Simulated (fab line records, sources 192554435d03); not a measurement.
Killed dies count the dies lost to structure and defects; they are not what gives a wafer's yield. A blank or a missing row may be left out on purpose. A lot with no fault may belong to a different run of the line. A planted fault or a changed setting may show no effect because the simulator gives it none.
Split-lot experiment | flow n5-finfet | on a route of 1938 steps: 7 lots, 39 wafers read

## ON THE SPLIT
At N5_BEOL_M0_SAQP_PECVD_00 (deposits SiCN from 3MS/NH3, target thk 8 nm, time 14 s), the setting time-s was moved away from the recipe's 14 s on 15 of the 39 wafers read, by -42.1% to +52.4%. The other wafers ran this setting at the recipe's value.

The reading is taken at the split's own step.

## THE READING
SiCN_of_BEOL_M0_SAQP_PECVD_00.thk-nm (the simulator's own value, which no gauge read), in nm, at N5_BEOL_M0_SAQP_PECVD_00 (deposits SiCN from 3MS/NH3, target thk 8 nm, time 14 s). The file gives no usual value for it. Average 7.9 nm, standard deviation 0.18 nm, over the 24 wafers here run with the recipe.

wafer  | tool, chamber at the split | time-s as run, s | against the recipe | SiCN_of_BEOL_M0_SAQP_PECVD_00.thk-nm, nm | against lot-mates on the recipe
L080.1 | pecvd-04, 2                | 14               | recipe             | 7.8                                      | -
L080.2 | pecvd-04, 1                | 18.75            | +33.9%             | 10.6                                     | +2.6
L080.3 | pecvd-04, 0                | 14               | recipe             | 8                                        | -
L080.4 | pecvd-04, 1,2              | 18.75            | +33.9%             | 10.8                                     | +2.8
L080.6 | pecvd-04, 1,2              | 18.75            | +33.9%             | 10.8                                     | +2.8
L080.5 | pecvd-04, 0                | 14               | recipe             | 8.2                                      | -
L083.1 | pecvd-04, 0                | 14               | recipe             | 7.8                                      | -
L083.2 | pecvd-04, 1                | 14               | recipe             | 7.6                                      | -
L083.4 | pecvd-04, 0                | 14               | recipe             | 8                                        | -
L087.1 | pecvd-02, 1                | 14               | recipe             | 7.6                                      | -
L087.2 | pecvd-02, 2                | 8.805            | -37.1%             | 5.2                                      | -2.7
L087.3 | pecvd-02, 0,1              | 8.805            | -37.1%             | 4.8                                      | -3.1
L087.5 | pecvd-02, 0,1              | 8.805            | -37.1%             | 4.8                                      | -3.1
L087.4 | pecvd-02, 0                | 14               | recipe             | 8                                        | -
L087.6 | pecvd-02, 2                | 14               | recipe             | 8.2                                      | -
L088.1 | pecvd-04, 1,0              | 8.105            | -42.1%             | 4.4                                      | -3.6
L088.2 | pecvd-04, 1,0              | 8.105            | -42.1%             | 4.4                                      | -3.6
L088.3 | pecvd-04, 2,1,0            | 14               | recipe             | 8                                        | -
L088.4 | pecvd-04, 2,1,0            | 14               | recipe             | 8                                        | -
L088.5 | pecvd-04, 2,1,0            | 14               | recipe             | 8                                        | -
L088.6 | pecvd-04, 2                | 8.105            | -42.1%             | 4.6                                      | -3.4
L089.1 | pecvd-02, 1                | 14               | recipe             | 7.8                                      | -
L089.6 | pecvd-02, 1                | 14               | recipe             | 7.8                                      | -
L089.2 | pecvd-02, 2,0              | 16.61            | +18.6%             | 9.6                                      | +1.7
L089.4 | pecvd-02, 2,0              | 16.61            | +18.6%             | 9.6                                      | +1.7
L089.3 | pecvd-02, 0                | 14               | recipe             | 8                                        | -
L089.5 | pecvd-02, 2                | 16.61            | +18.6%             | 9.8                                      | +1.9
L092.1 | pecvd-02, 1                | 21.34            | +52.4%             | 11.8                                     | +3.7
L092.2 | pecvd-02, 0                | 14               | recipe             | 7.8                                      | -
L092.3 | pecvd-02, 2                | 14               | recipe             | 8.2                                      | -
L092.4 | pecvd-02, 2                | 14               | recipe             | 8.2                                      | -
L092.5 | pecvd-02, 1,0              | 21.34            | +52.4%             | 12.2                                     | +4.1
L092.6 | pecvd-02, 1,0              | 21.34            | +52.4%             | 12.2                                     | +4.1
L093.1 | pecvd-03, 1                | 14               | recipe             | 8.2                                      | -
L093.4 | pecvd-03, 1                | 14               | recipe             | 8.2                                      | -
L093.2 | pecvd-03, 0,2,2            | 14               | recipe             | 7.8                                      | -
L093.3 | pecvd-03, 0,2,2            | 14               | recipe             | 7.8                                      | -
L093.6 | pecvd-03, 0,2,2            | 14               | recipe             | 7.8                                      | -
L093.5 | pecvd-03, 0                | 14               | recipe             | 8                                        | -
When a row names more than one chamber, that row covers several wafers, and the file does not tell which wafer ran in which chamber.

THE FIT
A straight line over all 39 wafers: SiCN_of_BEOL_M0_SAQP_PECVD_00.thk-nm changes by +0.0812 nm for each +1% of time-s; r = +1.00; the points scatter about the line by 0.19 nm.
The same after taking each lot's own level away (the mean of its wafers on the recipe; 39 wafers): +0.0806 nm for each +1%; r = +1.00; scatter 0.2 nm.
Per that fit: largest time-s move, reading shift of 4.2 nm.
Measured against the standard deviation above, the lots' own levels, which go from 7.80 to 8.07 nm, span 1.4 times it.
So the lot-to-lot level changes the slope little: the two slopes agree.
Check: for one of the wafers moved furthest among these (+52.4%), held out of the fit, the line's prediction against its lot-mates is +4.3 nm. Against them it came out at +3.73 nm.

## OTHER SPLITS ON THESE WAFERS
These wafers also went through other splits before the reading. Each is held against what the fit with the lots' levels taken away leaves over:
other split on the same wafers    | wafers away from the commonest value | r with SiCN_of_BEOL_M0_SAQP_PECVD_00.thk-nm (lot level and that fit taken away)
N5_DUMMY_GATE_CVD_03 target-thk-a | 30                                   | -0.05
N5_GATE_CUT_ALD_22 ald-cycles     | 9                                    | -0.11

## THE FILE'S OWN FIT
SiCN_of_BEOL_M0_SAQP_PECVD_00.thk-nm changes by +0.0806 nm for each +1% of time-s, r = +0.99.
